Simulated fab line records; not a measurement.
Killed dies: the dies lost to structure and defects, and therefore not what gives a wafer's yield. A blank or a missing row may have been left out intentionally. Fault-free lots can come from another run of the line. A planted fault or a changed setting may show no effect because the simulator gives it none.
fab line records -- flow n5-finfet
record: lots: 9, wafers: 25, last-day: 18
route steps=1938 shown HKMG_FIN@438 BEOL_M4@1111 PASSIVATION@1936
lots that met no fault: taken from a fault-free run of the same line
start-h: hours from the record's first day to the start of the lot's first wafer shown -- wait-h: hours since the lot's step before -- " repeats the value in the row above -- L1.1+2: one row covering several wafers at once -- - either no value or no given start -- * or withheld: withheld -- < > ~ a bound
route shown NAME@n: NAME is a module with steps in the file, n the number in the route of the first one -- usual: the fault-free wafers' mean and standard deviation -- same: alike in all rows -- chamber/n: place in a boat -- sites: the reading at each site -- _std_site: their standard deviation -- _edge_site: outer sites' mean less inner sites' -- radius-mm: how far each site lies from the wafer's centre -- mask NAME#n: copy n -- behind: the last tool/chamber to shape the wafer -- hold: why the lot was held/for how many hours/how that ended -- device: whichever transistor did not switch (one of n, p or np) -- end of line: the route-end tests of the same wafers -- for a step that has no rows: nothing shown but its recipe -- killed: at the first sort, the dies lost to defects and structure; wafer yield is something else -- map: the dies of a wafer, with x for killed, . for not killed, _ for no die there
set.NAME: the setting as run; set.NAME@STEP: as run at that earlier step -- model.NAME: the simulator's own value behind a step, which no gauge read
steps of the route over a sample of lots; a table a step, a row a wafer
services: when a tool's chamber went out of use (start-h, in hours from the record's first day, below 0 if earlier), for how many hours, and the reason
== steps ==
step: N5_HKMG_FIN_ETCH_35
recipe: chemistry: N2/H2, target: SOC, target-depth-a: 2158, ion-energy-ev: 65, bias-w: 5, source-w: 3000, time-s: 243.4, pressure-mtorr: 30, n2-flow-sccm: 200, h2-flow-sccm: 200
usual: drypump-motor-current-A: 5.8/0.6, oes-product-au: 0.77/0.072, rf-vpp-V: 141.3/0.94, showerhead-plenum-p-Torr: 2.51/0.074, throttle-valve-pct: 17.87/0.16
lot.wafer,tool,chamber,start-h,wait-h,drypump-motor-current-A,oes-product-au,rf-hours-counter-h,rf-vpp-V,showerhead-plenum-p-Torr,throttle-valve-pct
L319.1,rie-diel-06,2,84.94,0.0,5.3,0.89,31,141.3,2.49,17.53
L319.2,rie-diel-06,3,84.94,0.0,4.8,0.80,101,140.9,2.47,17.82
L319.6,rie-diel-06,1,84.94,0.0,5.8,0.66,-,142.0,2.63,17.97
L324.3,rie-diel-01,1,112.94,0.0,5.3,0.76,151,142.0,2.54,18.00
L324.4,rie-diel-01,0,112.94,0.0,6.2,0.69,236,140.9,2.41,17.90
L324.5,rie-diel-01,0,112.94,0.0,6.2,0.69,-,139.7,2.41,17.93
L325.1,rie-diel-06,3,119.01,0.0,4.8,0.80,111,140.9,2.47,17.81
L325.2,rie-diel-06,0,119.01,0.0,6.4,0.75,140,140.7,2.45,17.97
L325.5,rie-diel-06,2,119.01,0.0,5.3,0.86,-,142.3,2.49,17.53
L326.2,rie-diel-01,3,129.26,0.0,5.9,0.70,239,142.2,2.61,17.82
L326.5,rie-diel-01,1,129.26,0.0,5.2,0.75,-,142.6,2.54,18.00
L326.6,rie-diel-01,2,129.26,0.0,6.7,0.78,-,142.0,2.55,17.78
L328.1,rie-diel-05,3,137.78,0.0,6.7,0.73,189,141.6,2.42,18.03
L328.3,rie-diel-05,2,137.78,0.0,5.6,0.79,122,140.8,2.54,17.70
L328.5,rie-diel-05,1,137.78,0.0,6.0,0.88,-,139.6,2.49,18.00
L329.3,rie-diel-05,0,153.12,0.0,5.2,0.67,217,141.4,2.63,18.01
L329.4,rie-diel-05,1,153.12,0.0,5.9,0.87,56,141.3,2.49,18.01
L329.5,rie-diel-05,1,153.12,0.0,6.0,0.86,-,141.8,2.49,18.00
L337.2,rie-diel-05,1,189.46,0.0,6.0,0.85,70,142.4,2.49,18.02
L337.3,rie-diel-05,2,189.46,0.0,5.6,0.77,141,140.7,2.53,17.73
L337.4,rie-diel-05,0,189.46,0.0,5.3,0.66,229,141.9,2.63,18.02
L339.3,rie-diel-06,3,202.24,0.0,4.8,0.77,144,140.9,2.45,17.90
L339.4,rie-diel-06,3,202.24,0.0,4.8,0.78,-,141.6,2.45,17.89
L341.1,rie-diel-05,0,217.60,0.0,5.3,0.66,238,141.6,2.62,18.04
L341.4,rie-diel-05,2,217.60,0.0,5.6,0.77,151,141.6,2.53,17.74
step: N5_HKMG_FIN_NWFM_ALD_20
recipe: material: TiAlC, target-thk-a: 20, temp-c: 300, ald-precursor-family: TiCl4, ald-co-reactant: TEA, pulse-time-s: 3, purge-time-s: 2, co-reactant-purge-time-s: 2, co-reactant-pulse-time-s: 10, ald-cycles: 7, pressure-torr: 3
usual: ald-cycles: 7/0, heater-power-w: 485/59, precursor-pulse-height-rel: 0.999/0.02
lot.wafer,tool,chamber,start-h,wait-h,ald-cycles,heater-power-w,precursor-pulse-height-rel
L319.1,ald-metal-03,0,86.64,0.3,7,586,1.027
L319.2,ald-metal-03,3,86.64,0.3,7,470,0.993
L319.6,ald-metal-03,3,86.64,0.3,7,470,0.960
L324.3,ald-metal-03,2,114.59,0.1,7,514,0.997
L324.4,ald-metal-03,3,114.59,0.1,7,468,0.971
L324.5,ald-metal-03,2,114.59,0.1,7,512,1.003
L325.1,ald-metal-03,0,120.66,0.3,7,588,1.009
L325.2,ald-metal-03,3,120.66,0.3,7,459,0.994
L325.5,ald-metal-03,2,120.66,0.3,7,525,0.978
L326.2,ald-metal-04,1,130.91,0.3,7,448,1.013
L326.5,ald-metal-04,1,130.91,0.3,7,450,1.031
L326.6,ald-metal-04,0,130.91,0.3,7,525,1.004
L328.1,ald-metal-01,0,139.44,0.3,7,400,1.015
L328.3,ald-metal-01,1,139.44,0.3,7,501,0.978
L328.5,ald-metal-01,1,139.44,0.3,7,492,1.003
L329.3,ald-metal-01,0,154.79,0.1,7,408,1.005
L329.4,ald-metal-01,1,154.79,0.1,7,513,1.016
L329.5,ald-metal-01,0,154.79,0.1,7,402,0.968
L337.2,ald-metal-03,2,191.14,0.3,4,500,1.009
L337.3,ald-metal-03,3,191.14,0.3,7,464,1.045
L337.4,ald-metal-03,1,191.14,0.3,4,423,1.030
L339.3,ald-metal-03,3,203.90,0.1,7,472,1.001
L339.4,ald-metal-03,0,203.90,0.1,4,586,0.973
L341.1,ald-metal-03,0,219.50,0.3,7,582,0.975
L341.4,ald-metal-03,1,219.50,0.3,4,417,0.973
step: N5_HKMG_FIN_ALD_72
recipe: material: W, target-thk-a: 20, temp-c: 300, pressure-torr: 7.5, ald-precursor-family: WF6, ald-co-reactant: B2H6, pulse-time-s: 1, purge-time-s: 2, co-reactant-purge-time-s: 2, co-reactant-pulse-time-s: 3, ald-cycles: 7
usual: ald-cycles: 7/0, heater-power-w: 511/68, precursor-pulse-height-rel: 1.000/0.022
lot.wafer,tool,chamber,start-h,wait-h,ald-cycles,heater-power-w,precursor-pulse-height-rel
L319.1,cvd-w-02,0,88.25,0.2,7,483,1.036
L319.2,cvd-w-02,1,88.25,0.2,7,470,1.019
L319.6,cvd-w-02,0,88.25,0.2,7,467,0.973
L324.3,cvd-w-02,1,116.16,0.2,7,464,0.996
L324.4,cvd-w-02,0,116.16,0.2,7,459,0.971
L324.5,cvd-w-02,0,116.16,0.2,7,470,0.999
L325.1,cvd-w-01,0,122.20,0.2,7,617,0.987
L325.2,cvd-w-01,1,122.20,0.2,7,482,1.012
L325.5,cvd-w-01,0,122.20,0.2,7,649,0.994
L326.2,cvd-w-01,0,132.53,0.2,7,635,0.975
L326.5,cvd-w-01,1,132.53,0.2,7,491,0.968
L326.6,cvd-w-01,0,132.53,0.2,7,636,0.998
L328.1,cvd-w-02,1,141.07,0.2,7,472,0.970
L328.3,cvd-w-02,1,141.07,0.2,7,469,1.017
L328.5,cvd-w-02,0,141.07,0.2,7,461,1.045
L329.3,cvd-w-01,0,156.39,0.2,7,644,1.001
L329.4,cvd-w-01,1,156.39,0.2,7,491,0.974
L329.5,cvd-w-01,1,156.39,0.2,7,493,0.980
L337.2,cvd-w-02,1,192.69,0.2,7,457,1.019
L337.3,cvd-w-02,1,192.69,0.2,7,477,0.998
L337.4,cvd-w-02,0,192.69,0.2,7,473,1.009
L339.3,cvd-w-02,1,205.50,0.2,7,463,0.974
L339.4,cvd-w-02,0,205.50,0.2,7,479,0.989
L341.1,cvd-w-02,0,221.04,0.2,7,476,0.998
L341.4,cvd-w-02,1,221.04,0.2,7,462,0.988
step: N5_HKMG_FIN_CMP_94
recipe: stop-on: SiNx, post-cmp-clean: w-dilute-nh4oh, t-overpolish-s: 4.7, down-force-psi: 4, platen-rpm: 50.289, pad-velocity-m-s: 1.0006, target-thk-nm: 43.299
usual: motor-current-A: 12.7/1.1, platen-rpm: 50.29/0.034, retaining-ring-pressure-frac: 1.000/0.0053
lot.wafer,tool,chamber,start-h,wait-h,motor-current-A,platen-rpm,retaining-ring-pressure-frac
L319.2,cmp-04,1,88.90,0.4,11.2,50.27,1.008
L319.1,cmp-04,3,88.90,0.4,13.9,50.31,1.002
L319.6,cmp-04,2,88.90,0.4,12.9,50.29,0.993
L324.3,cmp-01,2,116.79,0.4,12.2,50.28,0.994
L324.4,cmp-01,3,116.79,0.4,14.2,50.29,1.005
L324.5,cmp-01,2,116.79,0.4,13.1,50.31,1.001
L325.1,cmp-03,2,122.88,0.3,11.6,50.30,1.003
L325.2,cmp-03,0,122.88,0.3,11.8,50.25,1.001
L325.5,cmp-03,1,122.88,0.3,13.1,50.30,0.998
L326.2,cmp-04,2,133.24,0.3,12.2,50.24,1.007
L326.6,cmp-04,0,133.24,0.3,13.4,50.26,1.008
L326.5,cmp-04,1,133.24,0.3,11.3,50.36,1.000
L328.1,cmp-01,2,141.72,0.4,12.7,50.33,1.006
L328.3,cmp-01,0,141.72,0.4,11.0,50.27,0.999
L328.5,cmp-01,2,141.72,0.4,12.2,50.31,1.007
L329.3,cmp-04,2,157.08,0.3,13.3,50.30,1.009
L329.4,cmp-04,3,157.08,0.3,13.5,50.23,0.995
L329.5,cmp-04,0,157.08,0.3,13.6,50.34,1.002
L337.2,cmp-03,3,193.37,0.3,13.2,50.28,1.003
L337.3,cmp-03,0,193.37,0.3,11.8,50.31,1.001
L337.4,cmp-03,1,193.37,0.3,13.0,50.26,1.003
L339.3,cmp-03,1,206.29,0.4,13.0,50.23,0.994
L339.4,cmp-03,3,206.29,0.4,13.8,50.30,1.001
L341.4,cmp-04,1,221.72,0.3,11.1,50.32,0.995
L341.1,cmp-04,3,221.72,0.3,14.4,50.27,1.006
step: N5_BEOL_M4_RC_MEAS_101
usual: DIBL_N: 36.5/2, DIBL_P: 36.5/2.3, IOFF_N: 0.16/0.036, IOFF_N_85C: 3.2/0.59, IOFF_N_LIN: 0.076/0.013, IOFF_N_LONG: 5.57e-05/2.4e-06, IOFF_P: 0.21/0.037, IOFF_P_85C: 3.7/0.54, IOFF_P_LIN: 0.099/0.013, IOFF_P_LONG: 0.000106/7.6e-06, ION_N: 672/12, ION_P: 459/7.1, SS_N: 71.6/0.73, SS_P: 73.4/0.76, VT_N: 250/3.3, VT_N_LONG: 274.5/1.7, VT_N_LVT: 98/3.5, VT_P: -250.5/2.9, VT_P_LONG: -275.7/2.7, VT_P_LVT: -99.0/2.9
lot.wafer,tool,chamber,start-h,wait-h,DIBL_N[mV/V],DIBL_P[mV/V],IOFF_N[nA/um],IOFF_N_85C[nA/um],IOFF_N_LIN[nA/um],IOFF_N_LONG[nA/um],IOFF_P[nA/um],IOFF_P_85C[nA/um],IOFF_P_LIN[nA/um],IOFF_P_LONG[nA/um],ION_N[uA/um],ION_P[uA/um],SS_N[mV/dec],SS_P[mV/dec],VT_N[mV],VT_N_LONG[mV],VT_N_LVT[mV],VT_P[mV],VT_P_LONG[mV],VT_P_LVT[mV]
L319.1,prober-02,0,191.31,0.0,37.5,37.7,0.16,3.1,0.074,5.62e-05,0.22,3.8,0.104,0.000107,672,459,71.8,74.5,248,273.4,97,-247.8,-272.4,-96.8
L319.2,prober-02,0,191.31,0.0,39.7,40.1,0.20,3.7,0.086,5.73e-05,0.25,4.2,0.112,0.00011,676,464,72.6,74.9,248,275.9,94,-246.5,-274.8,-94.5
L319.6,prober-02,0,191.31,0.0,38.2,38.4,0.17,3.3,0.077,5.71e-05,0.23,3.9,0.108,0.000109,673,461,72.1,74.8,250,273.9,96,-249.2,-272.1,-95.1
L324.3,prober-02,0,201.96,0.3,37.3,35.9,0.20,3.9,0.089,5.98e-05,0.24,4.0,0.109,0.000111,665,450,71.8,73.2,244,275.8,95,-250.3,-273.5,-97.7
L324.4,prober-02,0,201.96,0.3,36.1,35.1,0.18,3.5,0.082,6.02e-05,0.24,4.1,0.112,0.000118,679,467,71.3,73.1,249,273.4,96,-250.9,-273.9,-96.7
L324.5,prober-02,0,201.96,0.3,35.4,33.9,0.17,3.2,0.078,6.07e-05,0.21,3.7,0.103,0.000112,689,470,71.3,73.8,246,273.1,96,-248.8,-272.3,-98.4
L325.1,prober-01,0,223.32,0.0,36.5,35.9,0.14,2.9,0.067,5.68e-05,0.19,3.4,0.093,0.000105,661,453,72.5,72.6,251,273.9,100,-252.4,-274.5,-100.1
L325.2,prober-01,0,223.32,0.0,38.1,39.1,0.18,3.4,0.083,5.48e-05,0.24,4.0,0.109,0.000102,683,469,72.6,73.7,249,274.9,96,-247.1,-273.0,-97.2
L325.5,prober-01,0,223.32,0.0,37.2,37.3,0.16,3.2,0.077,5.55e-05,0.21,3.7,0.100,0.000104,671,459,72.4,73.2,249,274.0,98,-249.2,-273.1,-97.9
L326.2,prober-01,0,227.04,0.2,36.7,35.7,0.15,3.0,0.072,5.38e-05,0.18,3.2,0.086,9.3e-05,670,459,70.9,73.6,249,277.3,98,-253.0,-278.3,-101.4
L326.5,prober-01,0,227.04,0.2,34.2,33.3,0.12,2.5,0.060,5.4e-05,0.16,2.9,0.078,9.7e-05,660,451,70.6,72.8,252,273.6,98,-255.4,-279.9,-103.2
L326.6,prober-01,0,227.04,0.2,36.2,34.4,0.14,2.8,0.066,5.45e-05,0.17,3.0,0.080,9.5e-05,665,450,70.7,73.2,250,274.2,99,-252.7,-278.0,-102.2
L328.1,prober-01,0,229.86,0.0,34.3,35.4,0.13,2.7,0.066,5.48e-05,0.20,3.4,0.096,0.000108,664,462,71.3,72.5,253,273.6,102,-249.4,-273.2,-101.0
L328.3,prober-01,0,229.86,0.0,33.8,33.2,0.11,2.2,0.050,5.47e-05,0.16,2.9,0.082,0.000102,630,439,72.2,72.7,259,274.7,107,-255.7,-276.5,-103.9
L328.5,prober-01,0,229.86,0.0,31.9,32.0,0.10,2.1,0.051,5.64e-05,0.16,2.9,0.082,0.000112,658,459,71.1,72.3,255,274.2,105,-251.8,-275.8,-102.6
L329.3,prober-02,0,260.43,0.3,36.6,37.2,0.17,3.3,0.078,5.4e-05,0.23,3.9,0.111,0.000112,676,463,71.1,73.9,250,273.7,99,-246.2,-274.9,-95.8
L329.4,prober-02,0,260.43,0.3,37.1,38.2,0.18,3.4,0.084,5.48e-05,0.26,4.4,0.122,0.000114,684,472,71.7,74.3,246,275.0,96,-246.0,-271.1,-93.2
L329.5,prober-02,0,260.43,0.3,34.2,34.3,0.12,2.5,0.061,5.46e-05,0.18,3.3,0.096,0.000113,663,460,70.6,72.4,255,273.9,103,-249.6,-272.2,-96.8
L337.2,prober-02,0,296.75,0.2,36.0,36.4,0.01,0.3,0.004,2.26e-05,0.43,6.8,0.213,0.000208,481,485,72.2,73.7,332,355.9,179,-230.6,-251.1,-77.4
L337.3,prober-02,0,296.75,0.2,32.4,33.5,0.12,2.5,0.060,5.85e-05,0.16,3.0,0.085,0.000103,668,463,70.2,72.5,250,271.9,99,-252.6,-273.2,-101.4
L337.4,prober-02,0,296.75,0.2,38.2,40.1,0.01,0.4,0.005,2.25e-05,0.57,8.5,0.258,0.00021,512,508,72.2,73.2,326,354.8,173,-226.0,-250.7,-73.7
L339.3,prober-01,0,297.40,0.4,34.6,35.0,0.13,2.6,0.064,5.6e-05,0.18,3.2,0.088,0.000107,672,457,71.8,72.6,252,275.0,102,-252.3,-274.6,-103.6
L339.4,prober-01,0,297.40,0.4,39.5,41.0,0.01,0.4,0.006,2.13e-05,0.64,9.5,0.279,0.000218,514,510,71.6,74.7,324,356.6,174,-223.8,-248.9,-73.5
L341.1,prober-01,0,332.06,0.0,38.1,40.2,0.19,3.6,0.084,5.09e-05,0.21,3.7,0.095,8.9e-05,671,457,71.6,75.2,249,275.0,95,-250.8,-280.5,-99.5
L341.4,prober-01,0,332.06,0.0,39.1,40.6,0.01,0.4,0.006,2.08e-05,0.50,7.6,0.219,0.00017,506,490,72.8,74.2,327,354.3,172,-229.6,-260.9,-76.3
step: N5_PASSIVATION_PROBE_49
usual: defect-limited-yield: 91.4/1.4, killed_at_M0_to_M3: 33/11, killed_at_M4_up: 13/5.3, killed-at-contacts: 13/6.1, killed-at-front-end: 40/11, killed-at-other: 2.9/2.7, killed-dies: 102/17, killed-open: 68/13, killed-short: 32/7.5, sort_bin_4_leakage: 0.00/0.022, sort_bin_5_function: 5.1/0.98, sort_bin_6_memory: 3.2/0.69, sort_bin_8_speed: 0.1/1.1, sort-n-pass: 1077/21, sort-yield-pct: 91.3/1.7
same: gross-dies: 1180, killed-at-back-side: 0
lot.wafer,tool,chamber,start-h,wait-h,defect-limited-yield[%],killed_at_M0_to_M3,killed_at_M4_up,killed-at-contacts,killed-at-front-end,killed-at-other,killed-dies,killed-open,killed-short,sort_bin_4_leakage[%],sort_bin_5_function[%],sort_bin_6_memory[%],sort_bin_8_speed[%],sort-n-pass,sort-yield-pct[%]
L339.3,prober-02,-,411.30,0.1,91.9,34,15,13,29,4,95,61,34,0,4.6,3.1,0,1085,91.9
L339.4,prober-02,-,411.35,0.2,91.0,30,16,13,43,4,106,72,33,44.66,6.4,2.3,46.4,0,0
L337.2,prober-01,-,414.94,0.1,94.4,17,8,7,33,1,66,40,26,1.36,2.9,2.5,93.1,0,0
L337.3,prober-01,-,414.99,0.1,90.8,32,13,16,42,6,109,72,37,0,6.7,2.3,0,1071,90.8
L337.4,prober-01,-,415.04,0.2,92.6,29,11,5,38,4,87,55,30,20.76,5.3,1.8,71.9,0,0
L341.1,prober-02,-,437.13,0.0,92.2,38,10,6,35,3,92,56,36,0,4.7,2.7,0,1088,92.2
L341.4,prober-02,-,437.28,0.2,92.1,35,5,9,41,3,93,66,25,12.88,5.1,2.6,79.2,0,0
killed by level:class
L339.3 BEOL_M1:geometric-particle:open=11 FIN_SAQP:geometric-particle:short=9 BEOL_M2:geometric-particle:open=9 MOL_CONTACT_COAG:geometric-particle:open=8 BEOL_M4:geometric-particle:open=7 FIN_SAQP:geometric-particle:open=6 BEOL_M0_SAQP:geometric-particle:open=6 MOL_CONTACT_COAG:geometric-particle:short=5
L339.4 FIN_SAQP:geometric-particle:open=12 FIN_SAQP:geometric-particle:short=11 MOL_CONTACT_COAG:geometric-particle:open=9 BEOL_M4:geometric-particle:open=9 STI_FIN_REVEAL:geometric-particle:open=8 BEOL_M1:geometric-particle:open=8 BEOL_M0_SAQP:geometric-particle:open=7 DUMMY_GATE:geometric-particle:open=5
L337.2 FIN_SAQP:geometric-particle:open=11 MOL_CONTACT_COAG:geometric-particle:open=7 BEOL_M0_SAQP:geometric-particle:short=7 FIN_SAQP:geometric-particle:short=6 STARTING-WAFER:geometric-particle:open=5 BEOL_M0:geometric-particle:open=4 STARTING-WAFER:geometric-particle:short=4 DUMMY_GATE:geometric-particle:open=2
L337.3 FIN_SAQP:geometric-particle:open=13 BEOL_M2:geometric-particle:open=12 MOL_CONTACT_COAG:geometric-particle:open=11 FIN_SAQP:geometric-particle:short=9 STI_FIN_REVEAL:geometric-particle:open=9 BEOL_M0_SAQP:geometric-particle:open=6 MOL_CONTACT_COAG:geometric-particle:short=5 BEOL_M1:geometric-particle:open=5
L337.4 FIN_SAQP:geometric-particle:open=14 FIN_SAQP:geometric-particle:short=8 BEOL_M1:geometric-particle:open=7 BEOL_M3:geometric-particle:open=6 STI_FIN_REVEAL:geometric-particle:open=5 MOL_CONTACT_COAG:geometric-particle:open=4 BEOL_M0_SAQP:geometric-particle:open=4 BEOL_M4:geometric-particle:open=4
L341.1 STI_FIN_REVEAL:geometric-particle:open=12 BEOL_M0_SAQP:geometric-particle:short=11 BEOL_M3:geometric-particle:open=10 BEOL_M0_SAQP:geometric-particle:open=7 BEOL_M4:geometric-particle:open=7 FIN_SAQP:geometric-particle:open=4 MOL_CONTACT_COAG:geometric-particle:open=4 BEOL_M1:geometric-particle:open=4
L341.4 DUMMY_GATE:geometric-particle:open=13 BEOL_M3:geometric-particle:open=12 BEOL_M1:geometric-particle:open=9 FIN_SAQP:geometric-particle:short=8 MOL_CONTACT_COAG:geometric-particle:open=8 STI_FIN_REVEAL:geometric-particle:open=6 BEOL_M0_SAQP:geometric-particle:open=5 FIN_SAQP:geometric-particle:open=3
== services ==
tool,chamber,start-h,hours,kind
cmp-03,-,72.54,0.2,repair
cmp-04,-,73.73,4.0,pm
ald-metal-01,1,74.10,8.1,repair
cmp-01,-,75.80,1.0,repair
rie-diel-06,1,78.17,4.5,repair
rie-diel-05,-,88.48,0.2,repair
rie-diel-05,2,106.14,16.1,repair
cmp-03,-,115.99,6.2,pm
rie-diel-05,1,116.27,3.7,repair
rie-diel-06,2,128.59,2.3,repair
cvd-w-02,-,141.69,2.8,pm
cmp-03,-,150.91,0.5,repair
rie-diel-05,0,156.68,4.6,repair
rie-diel-06,0,176.57,2.9,repair
cmp-04,-,182.02,4.5,repair
ald-metal-03,2,193.46,5.1,repair
cvd-w-02,0,194.73,4.2,repair
rie-diel-06,1,199.25,14.5,repair
cvd-w-01,-,204.95,2.8,pm
rie-diel-06,-,209.18,0.3,repair
rie-diel-06,-,210.01,4.8,repair
ald-metal-03,-,214.41,0.8,repair
rie-diel-06,1,216.20,8.8,repair
rie-diel-06,2,216.94,4.0,repair
== key ==
first-sign: step: N5_HKMG_FIN_NWFM_ALD_20, reading: ald-cycles, direction: down, sigmas: 99+, usual: *, struck: *
effect: step: N5_BEOL_M4_RC_MEAS_101, reading: VT_N_LONG, direction: up, sigmas: 49, usual: 274.5, struck: 355.4
effect: step: N5_BEOL_M4_RC_MEAS_101, reading: VT_N, direction: up, sigmas: 24, usual: 250, struck: 327
effect: step: N5_BEOL_M4_RC_MEAS_101, reading: VT_N_LVT, direction: up, sigmas: 22, usual: 98, struck: 175
effect: step: N5_BEOL_M4_RC_MEAS_101, reading: ION_N, direction: down, sigmas: 14, usual: 672, struck: 503
effect: step: N5_BEOL_M4_RC_MEAS_101, reading: IOFF_N_LONG, direction: down, sigmas: 14, usual: 5.57e-05, struck: 2.18e-05
effect: step: N5_BEOL_M4_RC_MEAS_101, reading: IOFF_P_LONG, direction: up, sigmas: 13, usual: 0.000106, struck: 0.000202
effect: step: N5_BEOL_M4_RC_MEAS_101, reading: IOFF_P_LIN, direction: up, sigmas: 11, usual: 0.099, struck: 0.242
effect: step: N5_BEOL_M4_RC_MEAS_101, reading: IOFF_P, direction: up, sigmas: 8.8, usual: 0.21, struck: 0.54
effect: step: N5_BEOL_M4_RC_MEAS_101, reading: VT_P_LONG, direction: up, sigmas: 8.6, usual: -275.7, struck: -252.9
effect: step: N5_BEOL_M4_RC_MEAS_101, reading: IOFF_P_85C, direction: up, sigmas: 8.3, usual: 3.7, struck: 8.1
effect: step: N5_BEOL_M4_RC_MEAS_101, reading: VT_P_LVT, direction: up, sigmas: 8.3, usual: -99.0, struck: -75.2
effect: step: N5_BEOL_M4_RC_MEAS_101, reading: VT_P, direction: up, sigmas: 7.9, usual: -250.5, struck: -227.5
effect: step: N5_PASSIVATION_PROBE_49, reading: sort_bin_4_leakage, direction: up, sigmas: 99+, usual: 0.00, struck: 19.92
met-at N5_HKMG_FIN_NWFM_ALD_20
struck-lots L337,L339,L341
struck-wafers L337.2,L337.4,L339.4,L341.4
not-acting-at N5_HKMG_FIN_ETCH_35,N5_HKMG_FIN_ALD_72,N5_HKMG_FIN_CMP_94
onset-between 120.66 191.14
fault: kind: process-parameter-drift, tool: ald-metal-03, chamber: -, onset-h: 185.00, steps: N5_HKMG_FIN_NWFM_ALD_20, channel: ald-cycles, offset: *, shape: step, end-h: 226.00, scope: struck-wafers-only, acts-in: *, stated: *
